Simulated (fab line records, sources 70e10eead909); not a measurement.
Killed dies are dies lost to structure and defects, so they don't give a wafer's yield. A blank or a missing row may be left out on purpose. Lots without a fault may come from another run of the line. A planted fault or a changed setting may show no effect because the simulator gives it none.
A struck lot beside a sound one | flow nand_harc | 16 steps out of a route of 1159
Sound: wafers L794.1, L794.3, L794.6. Struck: wafers L811.1, L811.3, L811.4. The cause comes at the end.
At each step with rows: each side's tool, then ch and its chambers, then its first start. Under that, the readings that differ: sound wafers | struck wafers | difference of the means | sigmas: that difference in standard deviations of wafers without a fault.
alike: readings whose means differ by less than 2 such deviations, and words and numbers that are the same on both sides. not compared: withheld readings, readings that some wafer has no value for, bounds like >300 that may hide the same value, and numbers for which the record gives no deviation and whose values overlap.
The two part at a step that has a row with sigmas, a row that says differs or no value, or rows on one side only. Numbers that don't overlap but have no deviation are shown without sigmas and don't part them. A reading that every wafer of one side lacks parts them only if that side has two wafers or more.

first, 1 step without rows for these wafers: NHARC_P_ZERO_WELL_HARDBAKE_25 (time 80 s).
NHARC_P_ZERO_WELL_DESCUM_26: chemistry O2, time 3 s.
  sound on rie_diel-03 ch 0,2, day 2 08:46; struck on rie_diel-11 ch 0,1,3, day 6 14:40
  alike: chamber_pressure_mTorr, drypump_motor_current_A, oes_product_au, rf_vpp_V, showerhead_plenum_p_Torr, throttle_valve_pct
  not compared: rf_hours_counter_h
then, 10 steps without rows for these wafers: NHARC_P_ZERO_WELL_IMPLANT_27; NHARC_P_ZERO_WELL_IMPLANT_57; NHARC_P_ZERO_WELL_IMPLANT_58; NHARC_P_ZERO_WELL_STRIP_28 (strips in SPM, time 840 s); NHARC_P_ZERO_WELL_DEHYDRATE_29 (time 120 s); NHARC_P_ZERO_WELL_HMDS_30 (time 30 s); NHARC_P_ZERO_WELL_COAT_31; NHARC_P_ZERO_WELL_SOFTBAKE_32 (time 95 s); NHARC_P_ZERO_WELL_EBR_33; NHARC_P_ZERO_WELL_EXPOSE_34 (exposes mask P PWELL, target cd 720 nm).
NHARC_P_ZERO_WELL_PEB_35: peb time 85 s.
  sound on litho_track-07 ch 0, day 2 10:10; struck on litho_track-03 ch 0, day 6 15:56
  reading                  | sound                | struck               | difference | sigmas
  heater_power_total_W (W) | 164.45 163.70 163.77 | 178.51 178.95 178.94 | +14.83     | +59
  plate_temp_C (C)         | 118.01 118.01 118.08 | 125.67 125.85 125.82 | +7.75      | +65
then, 1 step without rows for these wafers: NHARC_P_ZERO_WELL_DEVELOP_36 (time 70 s).
NHARC_P_ZERO_WELL_CD_MEAS_37: target cd 720 nm.
  sound on cd_sem-02 ch 0, day 2 10:16; struck on cd_sem-02 ch 0, day 6 16:02
  reading    | sound             | struck            | difference | sigmas
  cd_nm (nm) | 720.0 717.2 718.8 | 726.5 729.0 728.7 | +9.4       | +4
then, 1 step without rows for these wafers: NHARC_P_ZERO_WELL_HARDBAKE_38 (time 80 s).

WHERE THEY PART
First at NHARC_P_ZERO_WELL_PEB_35; last, within this record, at NHARC_P_ZERO_WELL_CD_MEAS_37.

WHY: what the simulator had put in
Process parameter drift: litho_track-03, from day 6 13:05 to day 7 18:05, at NHARC_P_ZERO_WELL_PEB_35. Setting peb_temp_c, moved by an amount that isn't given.
